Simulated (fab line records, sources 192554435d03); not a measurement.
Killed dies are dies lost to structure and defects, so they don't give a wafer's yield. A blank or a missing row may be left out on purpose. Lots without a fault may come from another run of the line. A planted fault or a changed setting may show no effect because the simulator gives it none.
Chamber matching | flow n5_finfet | N5_GATE_CUT_CMP_02 on cmp-02: 4 sister chambers
The step polishes, stops on SiO2, t overpolish 12.7 s, target thk 0 nm. 4 wafers are shown with their chamber, then 8 later ones without.

WAFERS WITH THEIR CHAMBER
wafer  | chamber | motor_current_A (A)
L782.6 | 2       | 10.3
L786.2 | 1       | 9.0
L786.5 | 3       | 7.7
L788.4 | 0       | 9.2

WAFERS WITHOUT THEIR CHAMBER
wafer  | motor_current_A (A)
L788.5 | 7.8
L788.6 | 9.3
L791.3 | 9.2
L791.5 | 10.0
L791.6 | 9.1
L792.1 | 8.7
L792.3 | 9.9
L792.5 | 7.3

WHICH CHAMBER EACH WENT THROUGH
wafer  | from the rows above          | in truth
L788.5 | 3                            | 3
L788.6 | can't be placed: 0 or 1      | 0
L791.3 | can't be placed: 0 or 1      | 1
L791.5 | can't be placed: 2 or 0      | 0
L791.6 | can't be placed: 0 or 1      | 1
L792.1 | can't be placed: 1 or 0      | 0
L792.3 | can't be placed: 2 or 0 or 1 | 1
L792.5 | 3                            | 3
Placed correctly: 2 of 8. Can't be placed from these rows: 6 (the true chamber is among the candidates in 6). Placed wrongly: 0.
How it was worked out, from the rows above alone: a wafer's distance from a chamber is the root of the sum, over the readings, of the square of ((its reading less the chamber's mean) divided by the reading's scatter). The wafer belongs to the nearest chamber; if the next one is less than 2 further off, it can't be placed. A chamber's mean is the mean of its shown wafers. The scatter: with one shown wafer a chamber, the root of the mean of the squares of how far each hidden wafer lies from its nearest shown one.
